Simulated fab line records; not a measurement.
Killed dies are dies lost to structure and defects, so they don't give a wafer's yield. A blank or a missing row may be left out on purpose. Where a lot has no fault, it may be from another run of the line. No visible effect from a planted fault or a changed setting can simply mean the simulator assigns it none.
Chamber matching | flow n5-finfet | rie-diel-03 running N5_BEOL_M6_STRIP_36: 4 sister chambers
The step strips in N2/H2. 4 wafers are shown with their chamber, then 9 later ones without.

EACH WAFER AND ITS CHAMBER
wafer  | chamber | throttle-valve-pct (%)
L091.2 | 3       | 23.59
L090.1 | 1       | 23.87
L090.3 | 0       | 23.49
L090.4 | 2       | 23.90

WAFERS MISSING THEIR CHAMBER
wafer  | throttle-valve-pct (%)
L094.3 | 23.49
L094.4 | 23.87
L094.5 | 23.88
L096.1 | 23.89
L096.2 | 23.89
L096.5 | 23.61
L097.1 | 23.91
L097.2 | 23.92
L097.5 | 23.94

WHICH CHAMBER EACH ONE RAN IN
wafer  | from the rows above     | in truth
L094.3 | 0                       | 0
L094.4 | can't be placed: 1 or 2 | 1
L094.5 | can't be placed: 1 or 2 | 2
L096.1 | can't be placed: 2 or 1 | 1
L096.2 | can't be placed: 2 or 1 | 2
L096.5 | 3                       | 3
L097.1 | can't be placed: 2 or 1 | 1
L097.2 | can't be placed: 2 or 1 | 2
L097.5 | can't be placed: 2 or 1 | 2
Correct placement for 2 of the 9. From these rows, 7 cannot be placed; in 7 the true chamber is one of the candidates. Wrongly placed: 0.
How it was worked out, from the rows above alone: a wafer's distance from a chamber is the root of the sum, over the readings, of the square of ((its reading less the chamber's mean) divided by the reading's scatter). If the next closest chamber is less than 2 further off than the closest, the wafer can't be placed; otherwise it belongs to the closest. A chamber's mean is the mean of its shown wafers. The scatter: with one shown wafer a chamber, the root of the mean of the squares of how far each hidden wafer lies from its nearest shown one.
